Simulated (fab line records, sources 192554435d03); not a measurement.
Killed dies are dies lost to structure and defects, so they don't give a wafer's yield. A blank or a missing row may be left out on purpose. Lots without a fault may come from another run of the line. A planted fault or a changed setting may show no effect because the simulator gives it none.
fab line records | flow n5_finfet | part 1 of 2: steps 1 to 20 of 30
record lots=5 wafers=15 last_day=17
route steps=1938 shown BEOL_M6@1221
lots that met no fault: from a run of the same line without faults
start_h: hours from the record's first day to the start of the lot's first wafer shown | wait_h: hours since the lot's step before | " the same as in the row above | L1.1+2: a row that stands for several wafers | - no value, or no start given | * or withheld: withheld | < > ~ a bound
route shown NAME@n: a module of which the file shows steps, and the number in the route of the first | usual: mean/standard deviation of fault-free wafers | same: alike in all rows | chamber/n: place in a boat | sites: the reading at each site | _std_site: their standard deviation | _edge_site: outer sites' mean less inner sites' | radius_mm: how far each site lies from the wafer's centre | mask NAME#n: copy n | behind: the tool/chamber that last shaped the wafer | hold: why the lot was held/for how many hours/how that ended | device: the transistor (n, p or np) that didn't switch | end of line: the same wafers' tests at the end of the route | a step without rows: its recipe alone | killed: dies lost to structure and defects at the first sort, not the wafer's yield | map: a wafer's dies, x killed, . not, _ none there
set.NAME: the setting as run; set.NAME@STEP: as run at that earlier step | model.NAME: the simulator's own value behind a step, which no gauge read
lots at some steps of the route; a table a step, a row a wafer
services: from which hour (start_h, from the record's first day; less than 0 if before it) a tool's chamber was out of use, for how many hours, and why
## steps
# step N5_BEOL_M6_COAT_22
# recipe resist=CAR-EUV spin_rpm=1500 resist_thk_nm=30
# columns lot.wafer tool chamber start_h wait_h
L075.1+2+5 litho_track-03 0 - -
L074.1+3+4 litho_track-01 0 - -
L076.2+4+6 litho_track-01 0 - -
L077.4+5+6 litho_track-05 0 - -
L096.1+2+5 litho_track-03 0 - -
# step N5_BEOL_M6_EBR_24
# recipe solvent=PGMEA ebr_width_mm=1.5
# columns lot.wafer tool chamber start_h wait_h
L075.1+2+5 litho_track-03 0 - -
L074.1+3+4 litho_track-01 0 - -
L076.2+4+6 litho_track-01 0 - -
L077.4+5+6 litho_track-05 0 - -
L096.1+2+5 litho_track-03 0 - -
# step N5_BEOL_M6_SOFTBAKE_23
# recipe temp_c=110 time_s=60 resist=CAR-EUV
# columns lot.wafer tool chamber start_h wait_h
L075.1+2+5 litho_track-03 0 - -
L074.1+3+4 litho_track-01 0 - -
L076.2+4+6 litho_track-01 0 - -
L077.4+5+6 litho_track-05 0 - -
L096.1+2+5 litho_track-03 0 - -
# step N5_BEOL_M6_EXPOSE_25
# recipe mask_id=V5 na=0.33 source_shape=annular sigma_inner=0.4 sigma_outer=0.8 polarization=unpolarized target_cd_nm=40 dose_mj=45
# usual focus_offset_nm=0.1/0.5
# columns lot.wafer tool chamber start_h wait_h mask focus_offset_nm
L075.1 euv_scanner-02 0 181.02 - V5#0 0.4
L075.2 " 0 " " V5#0 0.0
L075.5 " 0 " " V5#0 0.0
L074.1 euv_scanner-02 0 196.03 - V5#0 -0.2
L074.3 " 0 " " V5#0 -0.2
L074.4 " 0 " " V5#0 -0.4
L076.2 euv_scanner-01 0 197.19 - V5#0 0.1
L076.4 " 0 " " V5#0 0.6
L076.6 " 0 " " V5#0 0.4
L077.4 euv_scanner-01 0 197.86 - V5#0 0.4
L077.5 " 0 " " V5#0 -0.1
L077.6 " 0 " " V5#0 0.4
L096.1 euv_scanner-02 0 322.52 - V5#0 0.2
L096.2 " 0 " " V5#0 -0.2
L096.5 " 0 " " V5#0 -0.4
# step N5_BEOL_M6_PEB_26
# recipe peb_temp_c=100 peb_time_s=60 resist=CAR-EUV
# columns lot.wafer tool chamber start_h wait_h
L075.1+2+5 litho_track-01 0 181.08 0.1
L074.1+3+4 litho_track-03 0 196.10 0.1
L076.2+4+6 litho_track-01 0 197.25 0.1
L077.4+5+6 litho_track-03 0 197.91 0.0
L096.1+2+5 litho_track-01 0 322.59 0.1
# step N5_BEOL_M6_DEVELOP_27
# recipe develop_time_s=30 developer=TMAH resist=CAR-EUV rinse_liquid=surfactant_rinse dry=air_spin dev_temp_c=23
# columns lot.wafer tool chamber start_h wait_h
L075.1+2+5 litho_track-01 0 - -
L074.1+3+4 litho_track-03 0 - -
L076.2+4+6 litho_track-01 0 - -
L077.4+5+6 litho_track-03 0 - -
L096.1+2+5 litho_track-01 0 - -
# step N5_BEOL_M6_CD_MEAS_28
# recipe target_cd_nm=40 landing_energy_ev=500 detector=se_inlens
# usual cd_nm=40.01/0.23
# same landing_energy_ev=500
# columns lot.wafer tool chamber start_h wait_h cd_nm
L075.1 cd_sem-02 0 181.15 - 39.93
L075.2 " 0 " " 40.22
L075.5 " 0 " " 40.12
L074.1 cd_sem-01 0 196.17 - 39.86
L074.3 " 0 " " 39.56
L074.4 " 0 " " 39.87
L076.2 cd_sem-03 0 197.32 - 40.05
L076.4 " 0 " " 39.98
L076.6 " 0 " " 39.73
L077.4 cd_sem-01 0 197.97 - 39.83
L077.5 " 0 " " 40.10
L077.6 " 0 " " 39.89
L096.1 cd_sem-03 0 322.65 - 40.22
L096.2 " 0 " " 39.87
L096.5 " 0 " " 40.05
# step N5_BEOL_M6_OVL_MEAS_29
# recipe points_per_wafer=522
# usual V5_OVL=0.0/0.7
# columns lot.wafer tool chamber start_h wait_h V5_OVL[nm]
L075.1 overlay-02 0 181.18 0.0 -0.2
L075.2 " 0 " " -0.8
L075.5 " 0 " " 0.2
L074.1 overlay-01 0 196.20 0.0 0.4
L074.3 " 0 " " -0.3
L074.4 " 0 " " -0.5
L076.2 overlay-01 0 197.36 0.0 -0.3
L076.4 " 0 " " 0.5
L076.6 " 0 " " -0.5
L077.4 overlay-01 0 198.02 0.0 1.0
L077.5 " 0 " " 1.5
L077.6 " 0 " " 0.4
L096.1 overlay-01 0 322.68 0.0 0.0
L096.2 " 0 " " -0.5
L096.5 " 0 " " 0.3
# step N5_BEOL_M6_INSPECT_30
# recipe mode=adi inspect_instrument=brightfield
# usual raw_defect_count=392/78
# columns lot.wafer tool chamber start_h wait_h raw_defect_count
L075.1 defect_inspect-02 - 181.24 0.1 416
L075.2 " - " " 502
L075.5 " - " " 404
L074.1 defect_inspect-02 - 196.25 0.1 443
L074.3 " - " " 264
L074.4 " - " " 468
L076.2 defect_inspect-02 - 197.41 0.0 431
L076.4 " - " " 377
L076.6 " - " " 420
L077.4 defect_inspect-01 - 198.06 0.0 501
L077.5 " - " " 603
L077.6 " - " " 423
L096.1 defect_inspect-01 - 322.74 0.1 280
L096.2 " - " " 274
L096.5 " - " " 342
# step N5_BEOL_M6_DESCUM_33
# recipe chemistry=O2 time_s=7 source_power_w=50 bias_power_w=20 pressure_mtorr=20 rf_frequency_hz=2.712e+07 temp_c=40 resist=CAR-EUV o2_flow_sccm=225
# usual drypump_motor_current_A=5.6/0.49 oes_product_au=0.82/0.081 rf_vpp_V=243.5/1.4 showerhead_plenum_p_Torr=2.12/0.079 throttle_valve_pct=20.25/0.27
# columns lot.wafer tool chamber start_h wait_h drypump_motor_current_A oes_product_au rf_hours_counter_h rf_vpp_V showerhead_plenum_p_Torr throttle_valve_pct
L075.1 rie_diel-06 0 181.41 0.2 5.0 0.89 54 243.5 2.22 20.09
L075.2 " 1 " " 5.1 0.66 255 243.2 2.05 20.37
L075.5 " 0 " " 5.0 0.88 - 244.7 2.22 20.10
L074.1 rie_diel-02 0 196.93 0.7 5.7 0.84 72 241.7 2.04 20.12
L074.3 " 1 " " 6.0 0.71 219 244.1 2.16 20.55
L074.4 " 2 " " 5.4 0.87 45 246.3 2.24 20.09
L076.2 rie_diel-05 0 198.03 0.6 5.2 0.80 109 241.8 2.02 20.14
L076.4 " 0 " " 5.2 0.80 - 242.9 2.02 20.14
L076.6 " 2 " " 5.6 0.79 - 244.4 2.10 20.31
L077.4 rie_diel-02 0 198.95 0.9 5.7 0.83 73 242.9 2.04 20.09
L077.5 " 2 " " 5.3 0.87 - 245.4 2.24 20.09
L077.6 " 3 " " 5.8 0.79 - 244.5 2.10 20.12
L096.1 rie_diel-06 0 322.78 0.0 5.0 0.83 102 245.3 2.20 20.16
L096.2 " 1 " " 5.1 0.87 33 242.2 2.04 20.09
L096.5 " 2 " " 6.5 0.95 - 246.2 2.25 20.85
# step N5_BEOL_M6_ETCH_72
# recipe chemistry=N2/H2 target=underlayer target_depth_a=65 mask_material=CAR-EUV time_s=5.2 ion_energy_ev=200 pressure_mtorr=30 source_w=840 bias_w=150 n2_flow_sccm=200 h2_flow_sccm=200 ends=cleared
# usual drypump_motor_current_A=5.6/0.5 etch_rf_on_time_s=5.22/0.13 oes_product_au=0.70/0.07 rf_vpp_V=524.3/2.5 showerhead_plenum_p_Torr=2.56/0.086 throttle_valve_pct=17.61/0.26
# columns lot.wafer tool chamber start_h wait_h drypump_motor_current_A etch_rf_on_time_s oes_product_au rf_hours_counter_h rf_vpp_V showerhead_plenum_p_Torr throttle_valve_pct
L075.1 rie_diel-06 0 181.44 0.0 5.0 5.07 0.76 54 526.4 2.70 17.46
L075.2 " 1 " " 5.1 5.13 0.57 255 523.1 2.50 17.82
L075.5 " 0 " " 5.0 5.14 0.77 - 527.0 2.70 17.48
L074.1 rie_diel-02 0 196.96 0.0 5.7 4.97 0.73 72 521.9 2.47 17.36
L074.3 " 1 " " 6.0 5.17 0.61 219 525.1 2.62 17.99
L074.4 " 2 " " 5.3 5.23 0.75 45 525.7 2.69 17.27
L076.2 rie_diel-05 0 198.07 0.0 5.3 5.42 0.68 109 522.1 2.46 17.67
L076.4 " 0 " " 5.2 5.44 0.66 - 521.0 2.46 17.69
L076.6 " 2 " " 5.6 5.35 0.66 - 524.8 2.56 17.72
L077.4 rie_diel-02 0 198.99 0.0 5.7 5.00 0.73 73 521.5 2.47 17.37
L077.5 " 2 " " 5.3 5.27 0.74 - 527.3 2.69 17.29
L077.6 " 3 " " 5.8 5.18 0.67 - 526.6 2.56 17.68
L096.1 rie_diel-06 0 322.81 0.0 5.0 5.20 0.71 102 529.0 2.68 17.53
L096.2 " 1 " " 5.1 5.02 0.75 33 523.6 2.48 17.48
L096.5 " 2 " " 6.4 5.03 0.81 - 525.8 2.70 18.00
# step N5_BEOL_M6_ETCH_65
# recipe chemistry=CF4 target=SiARC target_depth_a=156 mask_material=CAR-EUV time_s=26 ion_energy_ev=80 pressure_mtorr=40 source_w=545 bias_w=36 Ar_flow_sccm=100 cf4_flow_sccm=100 ends=cleared
# usual drypump_motor_current_A=5.6/0.49 etch_rf_on_time_s=26.1/0.71 oes_product_au=0.70/0.069 rf_vpp_V=184.3/1.3 showerhead_plenum_p_Torr=2.16/0.069 throttle_valve_pct=15.40/0.25
# columns lot.wafer tool chamber start_h wait_h drypump_motor_current_A etch_rf_on_time_s oes_product_au rf_hours_counter_h rf_vpp_V showerhead_plenum_p_Torr throttle_valve_pct
L075.1 rie_diel-06 0 181.46 0.0 5.0 25.6 0.76 54 185.1 2.27 15.26
L075.2 " 1 " " 5.1 25.6 0.57 255 183.5 2.11 15.72
L075.5 " 0 " " 5.0 25.7 0.76 - 184.5 2.27 15.25
L074.1 rie_diel-02 0 196.98 0.0 5.7 25.1 0.72 72 183.0 2.09 15.27
L074.3 " 1 " " 6.0 26.2 0.60 219 185.2 2.19 15.72
L074.4 " 2 " " 5.3 26.5 0.74 45 186.4 2.26 15.11
L076.2 rie_diel-05 0 198.08 0.0 5.2 27.1 0.66 109 180.8 2.07 15.28
L076.4 " 0 " " 5.2 27.2 0.67 - 183.4 2.07 15.28
L076.6 " 2 " " 5.6 27.0 0.66 - 184.2 2.16 15.52
L077.4 rie_diel-02 0 199.01 0.0 5.7 25.4 0.72 73 183.9 2.09 15.25
L077.5 " 2 " " 5.3 26.7 0.74 - 186.6 2.26 15.11
L077.6 " 3 " " 5.8 25.8 0.68 - 182.7 2.15 15.37
L096.1 rie_diel-06 0 322.83 0.0 5.0 25.7 0.71 102 185.0 2.25 15.36
L096.2 " 1 " " 5.1 24.6 0.76 33 183.2 2.10 15.27
L096.5 " 2 " " 6.5 25.0 0.83 - 185.2 2.29 15.82
# step N5_BEOL_M6_ETCH_66
# recipe chemistry=N2/H2 target=SOC target_depth_a=800 overetch_a=160 mask_material=SiARC temp_c=40 time_s=120 ion_energy_ev=200 pressure_mtorr=30 source_w=840 bias_w=150 n2_flow_sccm=200 h2_flow_sccm=200
# usual drypump_motor_current_A=5.6/0.49 oes_product_au=0.63/0.059 rf_vpp_V=524.4/2.5 showerhead_plenum_p_Torr=2.56/0.086 throttle_valve_pct=17.57/0.27
# columns lot.wafer tool chamber start_h wait_h drypump_motor_current_A oes_product_au rf_hours_counter_h rf_vpp_V showerhead_plenum_p_Torr throttle_valve_pct
L075.1 rie_diel-06 0 181.49 0.0 5.0 0.68 54 526.8 2.70 17.44
L075.2 " 1 " " 5.1 0.51 255 523.1 2.50 17.77
L075.5 " 0 " " 5.0 0.68 - 527.0 2.70 17.42
L074.1 rie_diel-02 0 197.01 0.0 5.7 0.63 72 522.9 2.47 17.34
L074.3 " 1 " " 6.0 0.54 219 526.2 2.62 17.98
L074.4 " 2 " " 5.3 0.67 45 529.5 2.69 17.24
L076.2 rie_diel-05 0 198.11 0.0 5.3 0.60 109 521.1 2.46 17.62
L076.4 " 0 " " 5.3 0.61 - 522.1 2.46 17.62
L076.6 " 2 " " 5.7 0.61 - 523.8 2.56 17.67
L077.4 rie_diel-02 0 199.03 0.0 5.7 0.63 73 521.2 2.47 17.34
L077.5 " 2 " " 5.4 0.66 - 528.5 2.69 17.25
L077.6 " 3 " " 5.8 0.61 - 524.0 2.56 17.67
L096.1 rie_diel-06 0 322.86 0.0 5.0 0.63 102 527.1 2.68 17.50
L096.2 " 1 " " 5.1 0.66 33 522.3 2.48 17.42
L096.5 " 2 " " 6.4 0.71 - 529.0 2.70 17.95
# step N5_BEOL_M6_STRIP_69
# recipe chemistry=N2/H2 temp_c=40 n2_flow_sccm=200 h2_flow_sccm=200 rf_frequency_hz=6e+07
# columns lot.wafer tool chamber start_h wait_h
L075.1+2+5 rie_diel-06 0,1,0 181.57 0.0
L074.1+3+4 rie_diel-02 0,1,2 197.09 0.0
L076.2+4+6 rie_diel-05 0,0,2 198.19 0.0
L077.4+5+6 rie_diel-02 0,2,3 199.12 0.0
L096.1+2+5 rie_diel-06 0,1,2 322.94 0.0
# step N5_BEOL_M6_STRIP_73
# recipe chemistry=N2/H2 temp_c=40 n2_flow_sccm=200 h2_flow_sccm=200 rf_frequency_hz=6e+07
# columns lot.wafer tool chamber start_h wait_h
L075.1+2+5 rie_diel-06 0,1,0 181.58 0.0
L074.1+3+4 rie_diel-02 0,1,2 197.10 0.0
L076.2+4+6 rie_diel-05 0,0,2 198.20 0.0
L077.4+5+6 rie_diel-02 0,2,3 199.13 0.0
L096.1+2+5 rie_diel-06 0,1,2 322.95 0.0
# step N5_BEOL_M6_VIA_ETCH_34
# recipe chemistry=C4F6/O2 target=SiCOH_lowk target_depth_a=1263 mask_material=SOC taper_deg=4 time_s=50.9 ion_energy_ev=250 pressure_mtorr=30 source_w=345 bias_w=185 Ar_flow_sccm=300 C4F6_flow_sccm=10 O2_flow_sccm=10
# usual drypump_motor_current_A=5.6/0.49 oes_product_au=0.81/0.08 rf_vpp_V=669/18 showerhead_plenum_p_Torr=2.87/0.084 throttle_valve_pct=20.65/0.29
# columns lot.wafer tool chamber start_h wait_h drypump_motor_current_A oes_product_au rf_hours_counter_h rf_vpp_V showerhead_plenum_p_Torr throttle_valve_pct
L075.1 rie_diel-06 0 181.59 0.0 4.9 0.89 54 681 3.01 20.53
L075.2 " 1 " " 5.1 0.66 255 646 2.79 20.83
L075.5 " 0 " " 5.0 0.89 - 681 3.01 20.53
L074.1 rie_diel-02 0 197.11 0.0 5.7 0.83 72 668 2.78 20.57
L074.3 " 1 " " 6.0 0.70 219 691 2.91 20.90
L074.4 " 2 " " 5.4 0.86 45 697 2.98 20.23
L076.2 rie_diel-05 0 198.21 0.0 5.3 0.79 109 653 2.78 20.74
L076.4 " 0 " " 5.3 0.80 - 653 2.78 20.73
L076.6 " 2 " " 5.6 0.78 - 672 2.88 20.89
L077.4 rie_diel-02 0 199.14 0.0 5.7 0.83 73 668 2.78 20.55
L077.5 " 2 " " 5.3 0.87 - 696 2.98 20.22
L077.6 " 3 " " 5.8 0.79 - 657 2.86 20.65
L096.1 rie_diel-06 0 322.96 0.0 5.0 0.82 102 681 2.99 20.59
L096.2 " 1 " " 5.1 0.86 33 646 2.78 20.53
L096.5 " 2 " " 6.5 0.95 - 645 3.05 21.27
# step N5_BEOL_M6_STRIP_76
# recipe chemistry=C4F6/O2 resist=SiARC rf_frequency_hz=6e+07
# columns lot.wafer tool chamber start_h wait_h
L075.1+2+5 rie_diel-06 0,1,0 181.63 0.0
L074.1+3+4 rie_diel-02 0,1,2 197.15 0.0
L076.2+4+6 rie_diel-05 0,0,2 198.26 0.0
L077.4+5+6 rie_diel-02 0,2,3 199.18 0.0
L096.1+2+5 rie_diel-06 0,1,2 323.00 0.0
# step N5_BEOL_M6_STRIP_36
# recipe chemistry=N2/H2 power_w=450 temp_c=40 pressure_mtorr=20 rf_frequency_hz=6e+07 overash_fraction=0.3 bias_power_w=7 h2_frac=0.5 n2_flow_sccm=200 h2_flow_sccm=200
# usual drypump_motor_current_A=5.6/0.5 oes_product_au=0.82/0.081 rf_vpp_V=59.4/1.5 showerhead_plenum_p_Torr=2.56/0.086 throttle_valve_pct=23.4/0.31
# columns lot.wafer tool chamber start_h wait_h drypump_motor_current_A oes_product_au rf_hours_counter_h rf_vpp_V showerhead_plenum_p_Torr throttle_valve_pct
L075.1 rie_diel-06 0 181.64 0.0 5.0 0.88 54 62.0 2.69 23.2
L075.2 " 1 " " 5.1 0.66 255 57.3 2.49 23.4
L075.5 " 0 " " 5.0 0.89 - 59.7 2.69 23.2
L074.1 rie_diel-02 0 197.16 0.0 5.7 0.84 72 61.5 2.46 23.1
L074.3 " 1 " " 6.0 0.71 220 58.6 2.62 23.8
L074.4 " 2 " " 5.4 0.86 45 58.8 2.69 23.0
L076.2 rie_diel-05 0 198.27 0.0 5.3 0.80 109 59.4 2.45 23.6
L076.4 " 0 " " 5.3 0.81 - 59.5 2.45 23.6
L076.6 " 2 " " 5.6 0.79 - 58.2 2.55 23.5
L077.4 rie_diel-02 0 199.19 0.0 5.7 0.82 73 59.6 2.46 23.1
L077.5 " 2 " " 5.3 0.86 - 60.8 2.68 23.0
L077.6 " 3 " " 5.8 0.79 - 60.1 2.56 23.5
L096.1 rie_diel-06 0 323.01 0.0 5.0 0.83 102 63.0 2.67 23.3
L096.2 " 1 " " 5.1 0.85 33 61.2 2.48 23.2
L096.5 " 2 " " 6.4 0.94 - 61.9 2.70 23.9
# step N5_BEOL_M6_TRENCH_ETCH_37
# recipe chemistry=C4F6/O2 target_depth_a=944.35 target=SiCOH_lowk time_s=31.5 ion_energy_ev=250 pressure_mtorr=30 source_w=345 bias_w=185 Ar_flow_sccm=300 C4F6_flow_sccm=10 O2_flow_sccm=10
# usual drypump_motor_current_A=5.6/0.5 oes_product_au=0.82/0.081 rf_vpp_V=669/18 showerhead_plenum_p_Torr=2.87/0.084 throttle_valve_pct=20.68/0.29
# columns lot.wafer tool chamber start_h wait_h drypump_motor_current_A oes_product_au rf_hours_counter_h rf_vpp_V showerhead_plenum_p_Torr throttle_valve_pct
L075.1 rie_diel-06 0 - - 4.9 0.89 54 680 3.01 20.57
L075.2 " 1 " " 5.1 0.66 255 648 2.79 20.85
L075.5 " 0 " " 4.9 0.88 - 681 3.01 20.56
L074.1 rie_diel-02 0 - - 5.7 0.84 72 668 2.78 20.59
L074.3 " 1 " " 6.0 0.71 220 691 2.91 20.93
L074.4 " 2 " " 5.3 0.87 45 697 2.98 20.26
L076.2 rie_diel-05 0 - - 5.2 0.79 109 653 2.78 20.77
L076.4 " 0 " " 5.3 0.79 - 654 2.78 20.76
L076.6 " 2 " " 5.6 0.77 - 672 2.88 20.93
L077.4 rie_diel-02 0 - - 5.7 0.83 73 670 2.78 20.60
L077.5 " 2 " " 5.3 0.87 - 694 2.98 20.25
L077.6 " 3 " " 5.8 0.80 - 656 2.86 20.69
L096.1 rie_diel-06 0 - - 5.0 0.84 102 681 2.99 20.63
L096.2 " 1 " " 5.1 0.88 33 646 2.78 20.57
L096.5 " 2 " " 6.5 0.95 - 646 3.05 21.32
# step N5_BEOL_M6_ETCH_41
# recipe chemistry=CH3F/O2 target=SiCN target_depth_a=297 taper_deg=2 time_s=52 ion_energy_ev=120 mask_material=TiN pressure_mtorr=30 source_w=395 bias_w=75 Ar_flow_sccm=150 CH3F_flow_sccm=30 O2_flow_sccm=20
# usual CH3F_flow_sccm=29.99/0.086 drypump_motor_current_A=5.6/0.49 oes_product_au=0.82/0.08 rf_vpp_V=297.8/1.5 showerhead_plenum_p_Torr=2.02/0.063 throttle_valve_pct=16.09/0.28
# columns lot.wafer tool chamber start_h wait_h CH3F_flow_sccm drypump_motor_current_A oes_product_au rf_hours_counter_h rf_vpp_V showerhead_plenum_p_Torr throttle_valve_pct
L075.1 rie_diel-06 0 - - 30.00 5.0 0.89 54 300.4 2.12 15.95
L075.2 " 1 " " 29.89 5.1 0.67 255 297.2 1.96 16.38
L075.5 " 0 " " 30.08 4.9 0.89 - 299.4 2.12 15.95
L074.1 rie_diel-02 0 - - 30.04 5.7 0.84 72 296.6 1.95 15.96
L074.3 " 1 " " 29.94 6.0 0.71 220 299.0 2.05 16.42
L074.4 " 2 " " 29.94 5.3 0.88 45 298.0 2.10 15.75
L076.2 rie_diel-05 0 - - 30.05 5.2 0.79 109 296.3 1.95 16.13
L076.4 " 0 " " 29.97 5.3 0.78 - 296.4 1.95 16.14
L076.6 " 2 " " 30.10 5.6 0.77 - 297.0 2.02 16.27
L077.4 rie_diel-02 0 - - 29.94 5.7 0.83 74 296.3 1.95 15.96
L077.5 " 2 " " 29.93 5.3 0.87 - 300.3 2.10 15.74
L077.6 " 3 " " 29.94 5.8 0.80 - 296.6 2.01 16.10
L096.1 rie_diel-06 0 - - 30.14 4.9 0.82 102 300.1 2.10 16.03
L096.2 " 1 " " 30.05 5.1 0.87 33 294.8 1.95 15.96
L096.5 " 2 " " 30.02 6.5 0.94 - 300.1 2.15 16.57
